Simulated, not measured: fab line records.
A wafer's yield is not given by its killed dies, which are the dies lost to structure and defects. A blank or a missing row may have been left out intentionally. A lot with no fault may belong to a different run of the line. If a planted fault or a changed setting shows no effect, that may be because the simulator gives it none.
Split-lot experiment / flow n5-finfet / 7 lots, 39 wafers read, on a route of 1938 steps

== THE SPLIT ==
At N5_BEOL_M6_ALD_77 (deposits TaN, target thk 2 nm, pulse time 2 s, purge time 3 s), the setting ald-cycles was moved away from the recipe's 40 on 15 of the 39 wafers read, by -20.0% to +60.0%. This setting was run at the recipe's value on the other wafers.

The split's own step is where the reading is taken.

== THE READING ==
TaN_of_BEOL_M6_ALD_77.thk-nm (the simulator's own value, which no gauge read), in nm, at N5_BEOL_M6_ALD_77 (deposits TaN, target thk 2 nm, pulse time 2 s, purge time 3 s). The file gives no usual value for it.

wafer=L075.1; tool, chamber at the split=ald-metal-02, 2,1,2; ald-cycles as run=40; against the recipe=recipe; TaN_of_BEOL_M6_ALD_77.thk-nm, nm=2; against lot-mates on the recipe=-
wafer=L075.3; tool, chamber at the split=ald-metal-02, 2,1,2; ald-cycles as run=40; against the recipe=recipe; TaN_of_BEOL_M6_ALD_77.thk-nm, nm=2; against lot-mates on the recipe=-
wafer=L075.6; tool, chamber at the split=ald-metal-02, 2,1,2; ald-cycles as run=40; against the recipe=recipe; TaN_of_BEOL_M6_ALD_77.thk-nm, nm=2; against lot-mates on the recipe=-
wafer=L075.2; tool, chamber at the split=ald-metal-02, 0,3,3; ald-cycles as run=61; against the recipe=+52.5%; TaN_of_BEOL_M6_ALD_77.thk-nm, nm=3; against lot-mates on the recipe=+1.0
wafer=L075.4; tool, chamber at the split=ald-metal-02, 0,3,3; ald-cycles as run=61; against the recipe=+52.5%; TaN_of_BEOL_M6_ALD_77.thk-nm, nm=3; against lot-mates on the recipe=+1.0
wafer=L075.5; tool, chamber at the split=ald-metal-02, 0,3,3; ald-cycles as run=61; against the recipe=+52.5%; TaN_of_BEOL_M6_ALD_77.thk-nm, nm=3; against lot-mates on the recipe=+1.0
wafer=L080.1; tool, chamber at the split=ald-metal-04, 3,2,0; ald-cycles as run=40; against the recipe=recipe; TaN_of_BEOL_M6_ALD_77.thk-nm, nm=2; against lot-mates on the recipe=-
wafer=L080.2; tool, chamber at the split=ald-metal-04, 3,2,0; ald-cycles as run=40; against the recipe=recipe; TaN_of_BEOL_M6_ALD_77.thk-nm, nm=2; against lot-mates on the recipe=-
wafer=L080.4; tool, chamber at the split=ald-metal-04, 3,2,0; ald-cycles as run=40; against the recipe=recipe; TaN_of_BEOL_M6_ALD_77.thk-nm, nm=2; against lot-mates on the recipe=-
wafer=L080.3; tool, chamber at the split=ald-metal-04, 1,2; ald-cycles as run=34; against the recipe=-15.0%; TaN_of_BEOL_M6_ALD_77.thk-nm, nm=1.6; against lot-mates on the recipe=-0.4
wafer=L080.6; tool, chamber at the split=ald-metal-04, 1,2; ald-cycles as run=34; against the recipe=-15.0%; TaN_of_BEOL_M6_ALD_77.thk-nm, nm=1.6; against lot-mates on the recipe=-0.4
wafer=L080.5; tool, chamber at the split=ald-metal-04, 1; ald-cycles as run=34; against the recipe=-15.0%; TaN_of_BEOL_M6_ALD_77.thk-nm, nm=1.8; against lot-mates on the recipe=-0.2
wafer=L082.1; tool, chamber at the split=ald-metal-04, 0,2,3,1,2,3; ald-cycles as run=40; against the recipe=recipe; TaN_of_BEOL_M6_ALD_77.thk-nm, nm=2; against lot-mates on the recipe=-
wafer=L082.2; tool, chamber at the split=ald-metal-04, 0,2,3,1,2,3; ald-cycles as run=40; against the recipe=recipe; TaN_of_BEOL_M6_ALD_77.thk-nm, nm=2; against lot-mates on the recipe=-
wafer=L082.3; tool, chamber at the split=ald-metal-04, 0,2,3,1,2,3; ald-cycles as run=40; against the recipe=recipe; TaN_of_BEOL_M6_ALD_77.thk-nm, nm=2; against lot-mates on the recipe=-
wafer=L082.4; tool, chamber at the split=ald-metal-04, 0,2,3,1,2,3; ald-cycles as run=40; against the recipe=recipe; TaN_of_BEOL_M6_ALD_77.thk-nm, nm=2; against lot-mates on the recipe=-
wafer=L082.5; tool, chamber at the split=ald-metal-04, 0,2,3,1,2,3; ald-cycles as run=40; against the recipe=recipe; TaN_of_BEOL_M6_ALD_77.thk-nm, nm=2; against lot-mates on the recipe=-
wafer=L082.6; tool, chamber at the split=ald-metal-04, 0,2,3,1,2,3; ald-cycles as run=40; against the recipe=recipe; TaN_of_BEOL_M6_ALD_77.thk-nm, nm=2; against lot-mates on the recipe=-
wafer=L081.1; tool, chamber at the split=ald-metal-01, 0,3,2; ald-cycles as run=40; against the recipe=recipe; TaN_of_BEOL_M6_ALD_77.thk-nm, nm=2; against lot-mates on the recipe=-
wafer=L081.3; tool, chamber at the split=ald-metal-01, 0,3,2; ald-cycles as run=40; against the recipe=recipe; TaN_of_BEOL_M6_ALD_77.thk-nm, nm=2; against lot-mates on the recipe=-
wafer=L081.5; tool, chamber at the split=ald-metal-01, 0,3,2; ald-cycles as run=40; against the recipe=recipe; TaN_of_BEOL_M6_ALD_77.thk-nm, nm=2; against lot-mates on the recipe=-
wafer=L081.2; tool, chamber at the split=ald-metal-01, 2,1,3; ald-cycles as run=56; against the recipe=+40.0%; TaN_of_BEOL_M6_ALD_77.thk-nm, nm=2.8; against lot-mates on the recipe=+0.8
wafer=L081.4; tool, chamber at the split=ald-metal-01, 2,1,3; ald-cycles as run=56; against the recipe=+40.0%; TaN_of_BEOL_M6_ALD_77.thk-nm, nm=2.8; against lot-mates on the recipe=+0.8
wafer=L081.6; tool, chamber at the split=ald-metal-01, 2,1,3; ald-cycles as run=56; against the recipe=+40.0%; TaN_of_BEOL_M6_ALD_77.thk-nm, nm=2.8; against lot-mates on the recipe=+0.8
wafer=L087.4; tool, chamber at the split=ald-metal-04, 2,1,0; ald-cycles as run=40; against the recipe=recipe; TaN_of_BEOL_M6_ALD_77.thk-nm, nm=2; against lot-mates on the recipe=-
wafer=L087.5; tool, chamber at the split=ald-metal-04, 2,1,0; ald-cycles as run=40; against the recipe=recipe; TaN_of_BEOL_M6_ALD_77.thk-nm, nm=2; against lot-mates on the recipe=-
wafer=L087.6; tool, chamber at the split=ald-metal-04, 2,1,0; ald-cycles as run=40; against the recipe=recipe; TaN_of_BEOL_M6_ALD_77.thk-nm, nm=2; against lot-mates on the recipe=-
wafer=L091.1; tool, chamber at the split=ald-metal-02, 2,0,0; ald-cycles as run=32; against the recipe=-20.0%; TaN_of_BEOL_M6_ALD_77.thk-nm, nm=1.6; against lot-mates on the recipe=-0.4
wafer=L091.2; tool, chamber at the split=ald-metal-02, 2,0,0; ald-cycles as run=32; against the recipe=-20.0%; TaN_of_BEOL_M6_ALD_77.thk-nm, nm=1.6; against lot-mates on the recipe=-0.4
wafer=L091.5; tool, chamber at the split=ald-metal-02, 2,0,0; ald-cycles as run=32; against the recipe=-20.0%; TaN_of_BEOL_M6_ALD_77.thk-nm, nm=1.6; against lot-mates on the recipe=-0.4
wafer=L091.3; tool, chamber at the split=ald-metal-02, 3,1,1; ald-cycles as run=40; against the recipe=recipe; TaN_of_BEOL_M6_ALD_77.thk-nm, nm=2; against lot-mates on the recipe=-
wafer=L091.4; tool, chamber at the split=ald-metal-02, 3,1,1; ald-cycles as run=40; against the recipe=recipe; TaN_of_BEOL_M6_ALD_77.thk-nm, nm=2; against lot-mates on the recipe=-
wafer=L091.6; tool, chamber at the split=ald-metal-02, 3,1,1; ald-cycles as run=40; against the recipe=recipe; TaN_of_BEOL_M6_ALD_77.thk-nm, nm=2; against lot-mates on the recipe=-
wafer=L096.1; tool, chamber at the split=ald-metal-01, 1,2,1; ald-cycles as run=40; against the recipe=recipe; TaN_of_BEOL_M6_ALD_77.thk-nm, nm=2; against lot-mates on the recipe=-
wafer=L096.2; tool, chamber at the split=ald-metal-01, 1,2,1; ald-cycles as run=40; against the recipe=recipe; TaN_of_BEOL_M6_ALD_77.thk-nm, nm=2; against lot-mates on the recipe=-
wafer=L096.5; tool, chamber at the split=ald-metal-01, 1,2,1; ald-cycles as run=40; against the recipe=recipe; TaN_of_BEOL_M6_ALD_77.thk-nm, nm=2; against lot-mates on the recipe=-
wafer=L096.3; tool, chamber at the split=ald-metal-01, 0,3,2; ald-cycles as run=64; against the recipe=+60.0%; TaN_of_BEOL_M6_ALD_77.thk-nm, nm=3.2; against lot-mates on the recipe=+1.2
wafer=L096.4; tool, chamber at the split=ald-metal-01, 0,3,2; ald-cycles as run=64; against the recipe=+60.0%; TaN_of_BEOL_M6_ALD_77.thk-nm, nm=3.2; against lot-mates on the recipe=+1.2
wafer=L096.6; tool, chamber at the split=ald-metal-01, 0,3,2; ald-cycles as run=64; against the recipe=+60.0%; TaN_of_BEOL_M6_ALD_77.thk-nm, nm=3.2; against lot-mates on the recipe=+1.2
If several chambers appear in one row, that row covers several wafers at once and the file leaves open which wafer was in which chamber.

THE FIT
A straight line over all 39 wafers: TaN_of_BEOL_M6_ALD_77.thk-nm changes by +0.0198 nm for each +1% of ald-cycles; r = +1.00; the points scatter about the line by 0.031 nm.
The same after taking each lot's own level away (the mean of its wafers on the recipe; 39 wafers): +0.0198 nm for each +1%; r = +1.00; scatter 0.031 nm.
Per that fit: largest ald-cycles move, reading shift of 1.2 nm.
The lots' own levels span 2.00 to 2.00 nm.
So the lot-to-lot level changes the slope little: the two slopes agree.
Check: with one of the wafers moved furthest among these (+60.0%) left out of the fit, the line predicts +1.18 nm for it against its lot-mates. Against them it came out at +1.2 nm.

== THESE WAFERS: OTHER SPLITS ==
Other splits were also applied to these wafers ahead of the reading. Each is held against what the fit with the lots' levels taken away leaves over:
other split on the same wafers=N5_BEOL_M4_TRENCH_ETCH_37 target-depth-a; wafers away from the commonest value=15; r with TaN_of_BEOL_M6_ALD_77.thk-nm (lot level and that fit taken away)=-0.17

== FILE'S OWN FIT ==
TaN_of_BEOL_M6_ALD_77.thk-nm changes by +0.0198 nm for each +1% of ald-cycles, r = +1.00.
